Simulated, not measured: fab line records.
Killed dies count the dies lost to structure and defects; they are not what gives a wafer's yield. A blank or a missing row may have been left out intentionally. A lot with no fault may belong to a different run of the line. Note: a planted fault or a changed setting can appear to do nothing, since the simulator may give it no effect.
fab line records / flow nand_harc
[record] lots = 6 wafers = 18 last_day = 32
route steps=1302 shown P_BONDPAD@387 A_START@389 A_ZERO_WELL@390
lots that met no fault: from a run of the same line without faults
start_h: the number of hours between the record's first day and the start of the first shown wafer of the lot / wait_h: hours since the lot's step before / " the same as in the row above / L1.1+2: one row covering several wafers at once / - no value, or no start given / * or withheld: withheld / < > ~ a bound
route shown NAME@n: a module of which the file shows steps, and the number in the route of the first / usual: mean and standard deviation over wafers with no fault / same: alike in all rows / chamber/n: place in a boat / sites: readings site by site / _std_site: how widely they spread, as a standard deviation / _edge_site: outer sites' mean less inner sites' / radius_mm: how far each site lies from the wafer's centre / mask NAME#n: copy n / behind: the most recent tool/chamber to have shaped the wafer / hold: why the lot went on hold/how many hours it stayed there/how the hold came to an end / device: whichever transistor did not switch (one of n, p or np) / end of line: the tests these same wafers got at the end of their route / for a step that has no rows: nothing shown but its recipe / killed: at the first sort, the dies lost to defects and structure; wafer yield is something else / map: shows each die of a wafer: x if killed, . if not, _ if none is there
set.NAME: the setting that was run; set.NAME@STEP: the one run at that earlier step / model.NAME: the simulator's own value behind a step, which no gauge read
lots seen at some steps along the route; tables by step, rows by wafer
services: from which hour (start_h, from the record's first day; less than 0 if before it) a tool's chamber was out of use, for how many hours, and why
[[steps]]
[step NHARC_P_BONDPAD_PRECLEAN_30]
[recipe] time_s = 300 temp_c = 23 chemistry = DIW
[step NHARC_P_BONDPAD_SRD_31]
[recipe] time_s = 30 temp_c = 23 dry_time_s = 20 spin_rpm = 1500
[step NHARC_A_START_INSPECT_01]
[usual] raw_defect_count = 3.6/1.9
lot.wafer=L878.1 tool=defect_inspect-02 chamber=- start_h=171.76 wait_h=- raw_defect_count=7
lot.wafer=L878.2 tool=defect_inspect-02 chamber=- start_h=171.76 wait_h=- raw_defect_count=3
lot.wafer=L878.6 tool=defect_inspect-02 chamber=- start_h=171.76 wait_h=- raw_defect_count=3
lot.wafer=L886.2 tool=defect_inspect-02 chamber=- start_h=220.98 wait_h=- raw_defect_count=3
lot.wafer=L886.4 tool=defect_inspect-02 chamber=- start_h=220.98 wait_h=- raw_defect_count=3
lot.wafer=L886.5 tool=defect_inspect-02 chamber=- start_h=220.98 wait_h=- raw_defect_count=5
lot.wafer=L887.1 tool=defect_inspect-01 chamber=- start_h=235.16 wait_h=- raw_defect_count=4
lot.wafer=L887.4 tool=defect_inspect-01 chamber=- start_h=235.16 wait_h=- raw_defect_count=1
lot.wafer=L887.5 tool=defect_inspect-01 chamber=- start_h=235.16 wait_h=- raw_defect_count=7
lot.wafer=L888.4 tool=defect_inspect-01 chamber=- start_h=243.43 wait_h=- raw_defect_count=2
lot.wafer=L888.5 tool=defect_inspect-01 chamber=- start_h=243.43 wait_h=- raw_defect_count=3
lot.wafer=L888.6 tool=defect_inspect-01 chamber=- start_h=243.43 wait_h=- raw_defect_count=6
lot.wafer=L892.2 tool=defect_inspect-02 chamber=- start_h=291.20 wait_h=- raw_defect_count=2
lot.wafer=L892.3 tool=defect_inspect-02 chamber=- start_h=291.20 wait_h=- raw_defect_count=6
lot.wafer=L892.4 tool=defect_inspect-02 chamber=- start_h=291.20 wait_h=- raw_defect_count=6
lot.wafer=L898.4 tool=defect_inspect-02 chamber=- start_h=341.24 wait_h=- raw_defect_count=1
lot.wafer=L898.5 tool=defect_inspect-02 chamber=- start_h=341.24 wait_h=- raw_defect_count=4
lot.wafer=L898.6 tool=defect_inspect-02 chamber=- start_h=341.24 wait_h=- raw_defect_count=6
[step NHARC_A_ZERO_WELL_PRECLEAN_00]
[recipe] time_s = 600 temp_c = 120 chemistry = SPM
[step NHARC_A_ZERO_WELL_SRD_01]
[step NHARC_A_ZERO_WELL_DEHYDRATE_02]
[recipe] temp_c = 150 time_s = 120
[step NHARC_A_ZERO_WELL_HMDS_03]
[recipe] time_s = 30
[step NHARC_A_ZERO_WELL_COAT_18]
[recipe] temp_c = 200 time_s = 65
[step NHARC_A_ZERO_WELL_COAT_04]
[recipe] spin_rpm = 2000 resist_thk_nm = 600
[step NHARC_A_ZERO_WELL_SOFTBAKE_05]
[recipe] temp_c = 125 time_s = 70
[step NHARC_A_ZERO_WELL_EBR_06]
[step NHARC_A_ZERO_WELL_EXPOSE_07]
[recipe] na = 0.55 dose_mj = 33.85 mask_id = A_ZERO
[step NHARC_A_ZERO_WELL_PEB_08]
[recipe] peb_temp_c = 128 peb_time_s = 80
[usual] chill_plate_temp_C = 22.98/0.1 exhaust_pa = 44.9/0.82
lot.wafer=L878.1 tool=litho_track-05 chamber=0 start_h=172.40 wait_h=0.1 chill_plate_temp_C=22.85 exhaust_pa=45.8
lot.wafer=L878.2 tool=litho_track-05 chamber=0 start_h=172.40 wait_h=0.1 chill_plate_temp_C=22.82 exhaust_pa=44.8
lot.wafer=L878.6 tool=litho_track-05 chamber=0 start_h=172.40 wait_h=0.1 chill_plate_temp_C=22.76 exhaust_pa=44.8
lot.wafer=L886.2 tool=litho_track-07 chamber=0 start_h=221.74 wait_h=0.1 chill_plate_temp_C=23.01 exhaust_pa=43.9
lot.wafer=L886.4 tool=litho_track-07 chamber=0 start_h=221.74 wait_h=0.1 chill_plate_temp_C=22.93 exhaust_pa=45.1
lot.wafer=L886.5 tool=litho_track-07 chamber=0 start_h=221.74 wait_h=0.1 chill_plate_temp_C=22.94 exhaust_pa=45.0
lot.wafer=L887.1 tool=litho_track-07 chamber=- start_h=235.80 wait_h=0.1 chill_plate_temp_C=- exhaust_pa=-
lot.wafer=L887.4 tool=litho_track-07 chamber=- start_h=235.80 wait_h=0.1 chill_plate_temp_C=- exhaust_pa=-
lot.wafer=L887.5 tool=litho_track-07 chamber=- start_h=235.80 wait_h=0.1 chill_plate_temp_C=- exhaust_pa=-
lot.wafer=L888.4 tool=litho_track-02 chamber=- start_h=244.19 wait_h=0.0 chill_plate_temp_C=- exhaust_pa=-
lot.wafer=L888.5 tool=litho_track-02 chamber=- start_h=244.19 wait_h=0.0 chill_plate_temp_C=- exhaust_pa=-
lot.wafer=L888.6 tool=litho_track-02 chamber=- start_h=244.19 wait_h=0.0 chill_plate_temp_C=- exhaust_pa=-
lot.wafer=L892.2 tool=litho_track-02 chamber=0 start_h=291.83 wait_h=0.1 chill_plate_temp_C=23.10 exhaust_pa=44.2
lot.wafer=L892.3 tool=litho_track-02 chamber=0 start_h=291.83 wait_h=0.1 chill_plate_temp_C=23.01 exhaust_pa=44.9
lot.wafer=L892.4 tool=litho_track-02 chamber=0 start_h=291.83 wait_h=0.1 chill_plate_temp_C=23.14 exhaust_pa=44.8
lot.wafer=L898.4 tool=litho_track-02 chamber=0 start_h=341.87 wait_h=0.0 chill_plate_temp_C=22.97 exhaust_pa=44.4
lot.wafer=L898.5 tool=litho_track-02 chamber=0 start_h=341.87 wait_h=0.0 chill_plate_temp_C=23.02 exhaust_pa=44.5
lot.wafer=L898.6 tool=litho_track-02 chamber=0 start_h=341.87 wait_h=0.0 chill_plate_temp_C=22.91 exhaust_pa=45.5
[step NHARC_A_ZERO_WELL_DEVELOP_09]
[recipe] time_s = 50 dev_temp_c = 22
[[services]]
tool=litho_track-05 chamber=- start_h=150.64 hours=- kind=consumable_replace:filter
tool=litho_track-02 chamber=- start_h=203.00 hours=7.0 kind=pm
tool=litho_track-07 chamber=- start_h=227.00 hours=7.0 kind=pm
tool=litho_track-05 chamber=- start_h=275.00 hours=7.0 kind=pm
[[key]]
[first_sign] step = NHARC_A_ZERO_WELL_PEB_08 reading = tool_record direction = missing
effect none on later readings
met_at NHARC_A_ZERO_WELL_PEB_08
struck_wafers L887.1,L887.4,L887.5,L888.4,L888.5,L888.6
later_rows_left_out L887.1,L887.4,L887.5,L888.4,L888.5,L888.6
sort_left_out L887.1,L887.4,L887.5,L888.4,L888.5,L888.6
tester_left_out L887,L888
onset_between 221.74 235.80
[fault] kind = skipped_step_whole tool = litho_track-02,litho_track-07 chamber = - onset_h = 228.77 steps = NHARC_A_ZERO_WELL_PEB_08 scope = struck_lots_only
// tester_left_out: of these lots the tester's yield and bins aren't shown, on N5 and GAA mostly nor the transistor test; their killed dies are dies lost to structure and defects alone, not to doping, threshold or leakage, so they don't give the yield
// sort_left_out: the simulated sort isn't trusted on such a fault, so these wafers' sort isn't shown, and their yield isn't known
// later_rows_left_out: the simulator's readings of these wafers behind a module that went badly wrong aren't trusted and aren't shown, but for the sort
